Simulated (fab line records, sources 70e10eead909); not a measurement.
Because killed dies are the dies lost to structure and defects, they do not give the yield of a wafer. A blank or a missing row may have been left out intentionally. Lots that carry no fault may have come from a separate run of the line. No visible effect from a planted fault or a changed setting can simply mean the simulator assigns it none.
Problem report, 8D (eight disciplines) form, completed by code || flow nand_harc || the parts of the form that need people (team, actions taken, sign-off) are left out

1. WHAT WENT WRONG
NHARC_A_WL_FILL_ETCHBACK_17, oes_product_au: mean 1.286 a.u. over 1 wafer from 1 lot; wafers with no fault: 1.001 a.u., standard deviation 0.015. That is +19 standard deviations from the usual mean.
The step: etches the open film in Cl2/BCl3, target depth 4 nm, time 26.7 s.
First seen on wafer L341.3, day 19 00:41, on rie_metal-02. Wafers with a number at this step in the record: 36, from 12 lots. Rule for "out" (also "out of limits"): further than 4 standard deviations from the usual mean. The rest of the wafers with a number are treated as sound.

2. WHAT THIS IS AND IS NOT
{"question": "which readings at this step", "is": "oes_product_au", "is not": "drypump_motor_current_A"}
{"question": "which lots", "is": "L341", "is not": "L330, L331, L332, L334, L335, L337, L338, L340, L349, L351, L353"}
{"question": "which wafers of those lots", "is": "L341.3", "is not": "L341.2, L341.5"}
{"question": "read on which tools", "is": "rie_metal-02", "is not": "rie_metal-01, rie_metal-03"}
{"question": "when", "is": "from day 19 00:41", "is not": "up to then (26 sound wafers); but 9 sound wafers of L349, L351, L353 came after"}

3. WHAT RULES OUT EACH SUSPECT
Counting: any tool at a process step up to the reading remains a suspect provided it ran every lot that is out. Sound lots after the first of them don't rule it out here, since some wafers of a struck lot are sound.
- rie_diel-10 at NHARC_A_SLIT_ETCH_24 (etches the open film in CF4/CHF3, target depth 121 nm, time 60.5 s): kept. The lot that is out, L341, ran on it at day 17 12:25; the last sound lot it ran before that was L340, at day 16 16:38.
- rie_metal-02 at NHARC_A_WL_FILL_ETCHBACK_17 (etches the open film in Cl2/BCl3, target depth 4 nm, time 26.7 s): kept. The lot that is out, L341, ran on it at day 19 00:41; the last sound lot it ran before that was L340, at day 17 21:56. Out on those wafers are its own readings of oes_product_au.
- At NHARC_A_SLIT_ETCH_24, inside rie_diel-10: chamber 0 took the wafers that are out, while their sound lot-mates went through chambers 1, 2.
Left after counting: rie_diel-10 at NHARC_A_SLIT_ETCH_24, rie_metal-02 at NHARC_A_WL_FILL_ETCHBACK_17.

4. THE CAUSE (what the simulator had put in)
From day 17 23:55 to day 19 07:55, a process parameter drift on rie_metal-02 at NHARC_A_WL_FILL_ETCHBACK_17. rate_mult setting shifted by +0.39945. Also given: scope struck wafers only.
After counting, 2 suspects remain, this tool included.

5. THE EFFECT CHAIN, in route order
One row per reading whose mean, taken over the struck wafers that have a number, lies over 3 standard deviations from the usual. Scope: only readings with a usual standard deviation given in the record; hours: median across lots of the time from each lot's start at the first step in this table that gives one to its start at this step; sigmas: change in usual standard deviations.
{"hours": 0, "step": "NHARC_A_WL_FILL_ETCHBACK_17", "reading": "oes_product_au", "usual": "1.001 a.u.", "on struck wafers": 1.286, "change": "+0.285", "sigmas": "+19"}
Its process steps:
- NHARC_A_WL_FILL_ETCHBACK_17: etches the open film in Cl2/BCl3, target depth 4 nm, time 26.7 s.

6. WHAT WOULD HAVE CAUGHT IT SOONER
The fault began at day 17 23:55; the first out-of-limits reading in this record came at day 19 00:41, 25 hours later.
